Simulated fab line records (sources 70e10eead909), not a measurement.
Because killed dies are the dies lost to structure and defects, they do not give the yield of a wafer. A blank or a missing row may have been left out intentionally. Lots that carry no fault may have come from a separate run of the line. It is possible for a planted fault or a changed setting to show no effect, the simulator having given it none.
Matching of chambers || flow nandHarc || NHARC_A_M1_CMP_23 on cmp-04 has 4 sister chambers
The step polishes, t overpolish 20 s, target thk 154.34 nm. 4 wafers are shown with their chamber, then 8 later ones without.

## WAFERS, EACH WITH ITS CHAMBER
{"wafer": "L081.1", "chamber": 3, "motorCurrentA (A)": 12.9}
{"wafer": "L084.3", "chamber": 2, "motorCurrentA (A)": 11.0}
{"wafer": "L084.4", "chamber": 0, "motorCurrentA (A)": 10.9}
{"wafer": "L090.1", "chamber": 1, "motorCurrentA (A)": 10.7}

## WAFERS WITHOUT THEIR CHAMBER
{"wafer": "L090.3", "motorCurrentA (A)": 11.1}
{"wafer": "L090.5", "motorCurrentA (A)": 10.9}
{"wafer": "L092.1", "motorCurrentA (A)": 11.0}
{"wafer": "L092.3", "motorCurrentA (A)": 13.5}
{"wafer": "L092.4", "motorCurrentA (A)": 11.0}
{"wafer": "L095.3", "motorCurrentA (A)": 12.0}
{"wafer": "L095.5", "motorCurrentA (A)": 11.2}
{"wafer": "L095.6", "motorCurrentA (A)": 10.9}

## CHAMBER TAKEN BY EACH
{"wafer": "L090.3", "from the rows above": "can't be placed: 2 or 0 or 1", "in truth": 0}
{"wafer": "L090.5", "from the rows above": "can't be placed: 0 or 2 or 1", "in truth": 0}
{"wafer": "L092.1", "from the rows above": "can't be placed: 2 or 0 or 1", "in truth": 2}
{"wafer": "L092.3", "from the rows above": 3, "in truth": 3}
{"wafer": "L092.4", "from the rows above": "can't be placed: 2 or 0 or 1", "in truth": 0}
{"wafer": "L095.3", "from the rows above": "can't be placed: 3 or 2 or 0 or 1", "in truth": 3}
{"wafer": "L095.5", "from the rows above": "can't be placed: 2 or 0 or 1", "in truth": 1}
{"wafer": "L095.6", "from the rows above": "can't be placed: 0 or 2 or 1", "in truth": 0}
1 of 8 placed correctly. Cannot be placed on the basis of these rows: 7; the candidates contain the true chamber in 7. Number placed wrongly: 0.
How it was worked out, from the rows above alone: a wafer's distance from a chamber is the root of the sum, over the readings, of the square of ((its reading less the chamber's mean) divided by the reading's scatter). If the next closest chamber is less than 2 further off than the closest, the wafer can't be placed; otherwise it belongs to the closest. A chamber's mean is the mean of its shown wafers. The scatter: root of mean squared gap, hidden wafer to nearest shown wafer, with one shown wafer a chamber.
